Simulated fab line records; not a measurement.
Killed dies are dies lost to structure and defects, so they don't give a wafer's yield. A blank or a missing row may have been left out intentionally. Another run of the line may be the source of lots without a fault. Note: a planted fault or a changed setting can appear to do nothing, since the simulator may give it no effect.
Split-lot experiment :: flow n5-finfet :: 21 wafers read across 7 lots, on a route 1938 steps long

## ON THE SPLIT
At N5_BEOL_M15_ETCH_61 (etches BARC in N2/H2, target depth 89 nm, overetch 26.7 nm, time 67.9 s), the setting time-s was moved away from the recipe's 67.9 s on 7 of the 21 wafers read, by -18.9% to +13.9%. The other wafers ran this setting at the recipe's value.

The split's own step is where the reading is taken.

## THE READING
coat_of_BEOL_M15_COAT_22.thk-nm (the simulator's own value, which no gauge read), in nm, at N5_BEOL_M15_ETCH_61 (etches BARC in N2/H2, target depth 89 nm, overetch 26.7 nm, time 67.9 s). The file gives no usual value for it. Here, 14 wafers ran the recipe; their average is 717.8 nm with a standard deviation of 2.1 nm.

wafer: L079.1
tool, chamber at the split: rie-diel-04, 0
time-s as run, s: 67.9
against the recipe: recipe
coat_of_BEOL_M15_COAT_22.thk-nm, nm: 717.6
against lot-mates on the recipe: -

wafer: L079.4
tool, chamber at the split: rie-diel-04, 2,3
time-s as run, s: 67.9
against the recipe: recipe
coat_of_BEOL_M15_COAT_22.thk-nm, nm: 717.8
against lot-mates on the recipe: -

wafer: L079.6
tool, chamber at the split: rie-diel-04, 2,3
time-s as run, s: 67.9
against the recipe: recipe
coat_of_BEOL_M15_COAT_22.thk-nm, nm: 717.8
against lot-mates on the recipe: -

wafer: L080.2
tool, chamber at the split: rie-diel-05, 2
time-s as run, s: 63.39
against the recipe: -6.6%
coat_of_BEOL_M15_COAT_22.thk-nm, nm: 721.2
against lot-mates on the recipe: +3.6

wafer: L080.3
tool, chamber at the split: rie-diel-05, 1
time-s as run, s: 63.39
against the recipe: -6.6%
coat_of_BEOL_M15_COAT_22.thk-nm, nm: 723.4
against lot-mates on the recipe: +5.8

wafer: L080.6
tool, chamber at the split: rie-diel-05, 1
time-s as run, s: 67.9
against the recipe: recipe
coat_of_BEOL_M15_COAT_22.thk-nm, nm: 717.6
against lot-mates on the recipe: -

wafer: L083.2
tool, chamber at the split: rie-diel-03, 1
time-s as run, s: 67.9
against the recipe: recipe
coat_of_BEOL_M15_COAT_22.thk-nm, nm: 718.4
against lot-mates on the recipe: -

wafer: L083.3
tool, chamber at the split: rie-diel-03, 2
time-s as run, s: 67.9
against the recipe: recipe
coat_of_BEOL_M15_COAT_22.thk-nm, nm: 720.4
against lot-mates on the recipe: -

wafer: L083.4
tool, chamber at the split: rie-diel-03, 0
time-s as run, s: 55.07
against the recipe: -18.9%
coat_of_BEOL_M15_COAT_22.thk-nm, nm: 732.2
against lot-mates on the recipe: +12.8

wafer: L086.4
tool, chamber at the split: rie-diel-04, 1
time-s as run, s: 67.9
against the recipe: recipe
coat_of_BEOL_M15_COAT_22.thk-nm, nm: 719.6
against lot-mates on the recipe: -

wafer: L086.5
tool, chamber at the split: rie-diel-04, 0
time-s as run, s: 67.9
against the recipe: recipe
coat_of_BEOL_M15_COAT_22.thk-nm, nm: 718.4
against lot-mates on the recipe: -

wafer: L086.6
tool, chamber at the split: rie-diel-04, 1
time-s as run, s: 62.69
against the recipe: -7.7%
coat_of_BEOL_M15_COAT_22.thk-nm, nm: 727
against lot-mates on the recipe: +8.0

wafer: L088.1
tool, chamber at the split: rie-diel-04, 3
time-s as run, s: 67.9
against the recipe: recipe
coat_of_BEOL_M15_COAT_22.thk-nm, nm: 714
against lot-mates on the recipe: -

wafer: L088.4
tool, chamber at the split: rie-diel-04, 3
time-s as run, s: 67.9
against the recipe: recipe
coat_of_BEOL_M15_COAT_22.thk-nm, nm: 716.6
against lot-mates on the recipe: -

wafer: L088.6
tool, chamber at the split: rie-diel-04, 0
time-s as run, s: 67.9
against the recipe: recipe
coat_of_BEOL_M15_COAT_22.thk-nm, nm: 713
against lot-mates on the recipe: -

wafer: L089.4
tool, chamber at the split: rie-diel-04, 3
time-s as run, s: 76.88
against the recipe: +13.2%
coat_of_BEOL_M15_COAT_22.thk-nm, nm: 713.6
against lot-mates on the recipe: -6.2

wafer: L089.5
tool, chamber at the split: rie-diel-04, 0
time-s as run, s: 67.9
against the recipe: recipe
coat_of_BEOL_M15_COAT_22.thk-nm, nm: 719.8
against lot-mates on the recipe: -

wafer: L089.6
tool, chamber at the split: rie-diel-04, 1
time-s as run, s: 76.88
against the recipe: +13.2%
coat_of_BEOL_M15_COAT_22.thk-nm, nm: 712.6
against lot-mates on the recipe: -7.2

wafer: L094.2
tool, chamber at the split: rie-diel-03, 2
time-s as run, s: 77.31
against the recipe: +13.9%
coat_of_BEOL_M15_COAT_22.thk-nm, nm: 708.2
against lot-mates on the recipe: -11.0

wafer: L094.3
tool, chamber at the split: rie-diel-03, 3
time-s as run, s: 67.9
against the recipe: recipe
coat_of_BEOL_M15_COAT_22.thk-nm, nm: 718.2
against lot-mates on the recipe: -

wafer: L094.6
tool, chamber at the split: rie-diel-03, 1
time-s as run, s: 67.9
against the recipe: recipe
coat_of_BEOL_M15_COAT_22.thk-nm, nm: 720.2
against lot-mates on the recipe: -
Rows listing several chambers each stand for several wafers; the file does not say which wafer went through which chamber.

FIT RESULTS
A straight line over all 21 wafers: coat_of_BEOL_M15_COAT_22.thk-nm changes by -0.631 nm for each +1% of time-s; r = -0.89; the points scatter about the line by 2.4 nm.
The same after taking each lot's own level away (the mean of its wafers on the recipe; 21 wafers): -0.665 nm for each +1%; r = -0.97; scatter 1.3 nm.
The reading moves by 13 nm for the largest change in time-s, on that fit.
From 714.53 to 719.80 nm: that is the span of the lots' own levels, equal to 2.6 times the standard deviation above.
The two slopes are in agreement: the lot-to-lot level therefore moves the slope only a little.
Check: for one of the wafers moved furthest among these (-18.9%), held out of the fit, the line's prediction against its lot-mates is +12.9 nm. It came out at +12.8 nm against them.

## THESE WAFERS: OTHER SPLITS
Note: prior to the reading, these wafers also went through further splits. Each is held against what the fit with the lots' levels taken away leaves over:
other split on the same wafers: N5_BEOL_M14_TRENCH_ETCH_34 bias-w
wafers away from the commonest value: 6
r with coat_of_BEOL_M15_COAT_22.thk-nm (lot level and that fit taken away): +0.22

## FILE'S OWN FIT
coat_of_BEOL_M15_COAT_22.thk-nm changes by -0.696 nm for each +1% of time-s, r = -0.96.
